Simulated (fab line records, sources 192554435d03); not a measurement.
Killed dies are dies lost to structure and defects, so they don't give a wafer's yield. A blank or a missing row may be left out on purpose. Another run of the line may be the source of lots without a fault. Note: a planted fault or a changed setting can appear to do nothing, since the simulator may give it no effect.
Chamber matching    flow n5-finfet    uv-cure-01 running N5_BEOL_M6_CURE_74: 3 sister chambers
The step cures SiCOH lowk, time 240 s. 3 wafers are shown with their chamber, then 12 later ones without.

== WAFERS PAIRED WITH THEIR CHAMBERS ==
wafer   chamber  wafer_temp_C_max
L087.6  0        386.5
L086.6  2        388.5
L089.6  1        386.4

== WAFERS WITH NO CHAMBER GIVEN ==
wafer   wafer_temp_C_max
L090.1  386.6
L090.5  386.9
L090.6  386.6
L090.2  387.1
L090.3  386.3
L090.4  386.6
L093.3  386.4
L093.4  386.6
L093.5  386.5
L097.1  387.0
L097.4  386.2
L097.5  387.0

== CHAMBER TAKEN BY EACH ==
wafer   from the rows above      in truth
L090.1  can't be placed: 0 or 1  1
L090.5  can't be placed: 0 or 1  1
L090.6  can't be placed: 0 or 1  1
L090.2  can't be placed: 0 or 1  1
L090.3  can't be placed: 1 or 0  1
L090.4  can't be placed: 0 or 1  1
L093.3  can't be placed: 1 or 0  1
L093.4  can't be placed: 0 or 1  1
L093.5  can't be placed: 0 or 1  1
L097.1  can't be placed: 0 or 1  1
L097.4  can't be placed: 1 or 0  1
L097.5  can't be placed: 0 or 1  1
Correctly placed: 0 of 12. From these rows, 12 cannot be placed; in 12 the true chamber is one of the candidates. Number placed wrongly: 0.
How it was worked out, from the rows above alone: a wafer's distance from a chamber is the root of the sum, over the readings, of the square of ((its reading less the chamber's mean) divided by the reading's scatter). If the next closest chamber is less than 2 further off than the closest, the wafer can't be placed; otherwise it belongs to the closest. Each chamber's mean is taken over the wafers shown for it. The scatter: root of mean squared gap, hidden wafer to nearest shown wafer, with one shown wafer a chamber.
